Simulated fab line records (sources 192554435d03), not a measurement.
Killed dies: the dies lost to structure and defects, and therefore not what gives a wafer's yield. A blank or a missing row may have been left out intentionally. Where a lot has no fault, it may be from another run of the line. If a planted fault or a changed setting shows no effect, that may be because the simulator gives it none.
8D (eight disciplines) problem report, filled in by code | flow n5-finfet | the parts of the form that need people (team, actions taken, sign-off) are left out

== 1. WHAT WENT WRONG ==
Wafers without a fault read 12, standard deviation 5.3; raw-defect-count at N5_STI_FIN_REVEAL_INSPECT_13 reads a mean of 460 on 6 wafers belonging to 2 lots. That puts it +85 standard deviations away from the usual mean.
The step: inspects for defects (darkfield).
Earliest sighting: wafer L338.1 on defect-inspect-01 at day 5 02:16. At this step, 18 wafers from 6 lots have a number in the record. Rule for "out" (also "out of limits"): further than 4 standard deviations from the usual mean. The rest of the wafers with a number are treated as sound.

== 2. WHAT IT IS; WHAT IT IS NOT ==
question                    | is                                   | is not
which readings at this step | raw-defect-count                     | -
which lots                  | L338, L340                           | L331, L337, L347, L351
which wafers of those lots  | all that have a number               | -
read on which gauges        | defect-inspect-01, defect-inspect-02 | -
when                        | from day 5 02:16                     | up to then (6 sound wafers); but 6 sound wafers of L347, L351 came after

== 3. WHAT RULES OUT EACH SUSPECT ==
Counting: a tool at a process step up to the reading stays a suspect if it ran every lot that is out and no sound lot after the first of them.
- the gauge at N5_STI_FIN_REVEAL_INSPECT_13: ruled out. 2 gauges (defect-inspect-01, defect-inspect-02) read the wafers that are out.
- plasma-asher-01 at N5_STI_FIN_REVEAL_OXIDATION_31 (chemistry O2 PLASMA REMOTE, time 20 s): ruled out as a lasting fault. Sound lots L347 ran on it after its first lot that is out, L338 (day 5 01:37).
- wet-bench-04 at N5_STI_FIN_REVEAL_PRECLEAN_18 (cleans in SC2, time 45 s): kept. It processed each lot that is out, first L338 at day 5 02:13, and no sound lot thereafter; up to then, the last sound lot it processed was L337 at day 4 20:58.
Remaining after the count: wet-bench-04 at N5_STI_FIN_REVEAL_PRECLEAN_18.

== 4. THE CAUSE (what the simulator had put in) ==
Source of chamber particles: wet-bench-04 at N5_STI_FIN_REVEAL_PRECLEAN_18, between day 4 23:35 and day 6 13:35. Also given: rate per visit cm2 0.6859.
After counting, this tool was the only one left.

== 5. SEQUENCE OF EFFECTS, ordered by route ==
Rows list readings where the struck wafers' mean (over those with a number) sits beyond 3 standard deviations from the usual. Only readings whose record carries a usual standard deviation are examined. hours: median over the lots of the time between each lot's start at the first step of this table that gives one and its start at this step. sigmas: the change, counted in usual standard deviations.
hours | step                         | reading             | usual | on struck wafers | change | sigmas
0     | N5_STI_FIN_REVEAL_INSPECT_13 | raw-defect-count    | 12    | 460              | +448   | +85
247   | N5_PASSIVATION_PROBE_49      | killed-at-front-end | 40    | 138              | +98    | +8.9
247   | N5_PASSIVATION_PROBE_49      | killed-dies         | 105   | 192              | +87    | +5.4
The process steps in it:
- N5_PASSIVATION_PROBE_49

== 6. WHAT WOULD HAVE CAUGHT IT SOONER ==
The first out-of-limits reading at a measuring or inspecting step in this record came at day 5 02:16, 3 hours after the fault's start at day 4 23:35.
Of the lots that are out (2), L340 began N5_STI_FIN_REVEAL_PRECLEAN_18 on wet-bench-04 after day 5 02:16. Holding the tool at that time would have saved it.
